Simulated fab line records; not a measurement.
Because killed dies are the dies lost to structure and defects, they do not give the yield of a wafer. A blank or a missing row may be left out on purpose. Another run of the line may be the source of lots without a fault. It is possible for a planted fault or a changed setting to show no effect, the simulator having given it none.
Tool commonality check ; flow n5-finfet ; 27 wafers sampled across 9 lots

WHY IT WAS OPENED
2 of 9 lots carry a flag on the reading M8_ILD_THK at N5_BEOL_M8_THK_MEAS_01. Wafers without a fault read 154.2 nm, standard deviation 2.5.
Rule: a lot is flagged when every wafer of it that has a number lies more than 4 standard deviations from that mean, or none has a number. The other lots count as sound.

lot;measured;on;M8_ILD_THK (nm), wafer by wafer;flag
L112;day 8 20:59;film-metro-02;153.6 155.9 155.4;
L113;day 9 11:16;film-metro-01;150.8 153.9 155.2;
L115;day 9 16:02;film-metro-02;153.7 156.0 158.1;
L120;day 11 01:37;film-metro-02;151.1 152.4 153.8;
L121;day 11 12:11;film-metro-01;151.8 155.4 157.8;
L128;day 13 22:39;film-metro-01;235.3 233.8 238.6;FLAGGED
L130;day 14 08:20;film-metro-01;234.1 236.9 236.6;FLAGGED
L134;day 14 21:24;film-metro-01;150.9 150.5 150.7;
L135;day 15 05:19;film-metro-01;152.8 155.9 157.1;
On average the flagged lots' numbers are 235.9 nm, which is +81.7 nm against the usual, or +33 standard deviations.

WHICH TOOL EACH LOT WENT THROUGH
3 process steps preceding the reading are held in the record, out of 1938 steps in the route. Each cell gives the tool, then ch followed by the chambers the sampled wafers passed through, then the start.
lot;flag;N5_BEOL_M7_ANNEAL_51;N5_BEOL_M7_CMP_52;N5_BEOL_M8_ILD_DEP_00
L112;;rtp-anneal-02 ch 0, day 8 19:42;cmp-04 ch 0,2,3, day 8 20:01;pecvd-04 ch 0,1, day 8 20:24
L113;;rtp-anneal-02 ch 0, day 9 09:55;cmp-03 ch 0,1, day 9 10:10;pecvd-03 ch 0,1, day 9 10:40
L115;;rtp-anneal-01 ch 0, day 9 14:43;cmp-02 ch 0,2,3, day 9 15:01;pecvd-02 ch 0,2, day 9 15:28
L120;;rtp-anneal-02 ch 0, day 11 00:17;cmp-03 ch 0,2,3, day 11 00:34;pecvd-04 ch 1,2, day 11 01:02
L121;;rtp-anneal-01 ch 0, day 11 10:34;cmp-04 ch 1,3, day 11 11:08;pecvd-03 ch 1,2, day 11 11:37
L128;FLAGGED;rtp-anneal-02 ch 0, day 13 21:20;cmp-02 ch 0,3, day 13 21:35;pecvd-04 ch 1,2, day 13 22:04
L130;FLAGGED;rtp-anneal-02 ch 0, day 14 07:01;cmp-03 ch 1,2, day 14 07:19;pecvd-04 ch 0,1,2, day 14 07:46
L134;;rtp-anneal-01 ch 0, day 14 19:54;cmp-02 ch 2,3, day 14 20:11;pecvd-03 ch 1,2, day 14 20:40
L135;;rtp-anneal-01 ch 0, day 15 03:49;cmp-04 ch 1,3, day 15 04:07;pecvd-02 ch 0,2, day 15 04:35
What these steps do:
- N5_BEOL_M7_ANNEAL_51: time 90 s.
- N5_BEOL_M7_CMP_52: polishes, stops on SiCOH lowk, t overpolish 6.9 s, target thk 80 nm.
- N5_BEOL_M8_ILD_DEP_00: deposits SiCOH lowk from DEMS/porogen, target thk 179.75 nm, time 33.4 s.
- N5_BEOL_M8_THK_MEAS_01

FLAGGED OVER TOTAL, TOOL BY TOOL (the gauges that took the reading come last)
step;tool;lots run;flagged;share of the flagged lots;sound lots run after its first flagged lot
N5_BEOL_M7_ANNEAL_51;rtp-anneal-01;4;0;none;-
N5_BEOL_M7_ANNEAL_51;rtp-anneal-02;5;2;all;0
N5_BEOL_M7_CMP_52;cmp-02;3;1;some;1 (L134)
N5_BEOL_M7_CMP_52;cmp-03;3;1;some;0
N5_BEOL_M7_CMP_52;cmp-04;3;0;none;-
N5_BEOL_M8_ILD_DEP_00;pecvd-02;2;0;none;-
N5_BEOL_M8_ILD_DEP_00;pecvd-03;3;0;none;-
N5_BEOL_M8_ILD_DEP_00;pecvd-04;4;2;all;0
N5_BEOL_M8_THK_MEAS_01;film-metro-01;6;2;all;2 (L134,L135)
N5_BEOL_M8_THK_MEAS_01;film-metro-02;3;0;none;-

WHAT IS ALLOWED BY THE TABLE
In the table, 3 rows ran each flagged lot (rtp-anneal-02 at N5_BEOL_M7_ANNEAL_51; pecvd-04 at N5_BEOL_M8_ILD_DEP_00; film-metro-01 at N5_BEOL_M8_THK_MEAS_01).
- rtp-anneal-02 at N5_BEOL_M7_ANNEAL_51: 2 of its 5 lots flagged. A fault beginning between L120 (day 11 00:17), its last sound lot, and L128 (day 13 21:20), its first flagged one, fits the data.
- pecvd-04 at N5_BEOL_M8_ILD_DEP_00: 2 of its 4 lots flagged. A fault beginning between L120 (day 11 01:02), its last sound lot, and L128 (day 13 22:04), its first flagged one, fits the data.
- film-metro-01 at N5_BEOL_M8_THK_MEAS_01: 2 of its 6 lots flagged. After the first flagged lot (L134, L135), sound lots still ran on it; a lasting fault on the whole tool would not permit that.
A lot count leaves these 2 tools indistinguishable: every one of them fits a fault beginning at some hour. More lots, or a look at what each step does to the wafer, might.

WHAT THE SIMULATOR HAD INSERTED
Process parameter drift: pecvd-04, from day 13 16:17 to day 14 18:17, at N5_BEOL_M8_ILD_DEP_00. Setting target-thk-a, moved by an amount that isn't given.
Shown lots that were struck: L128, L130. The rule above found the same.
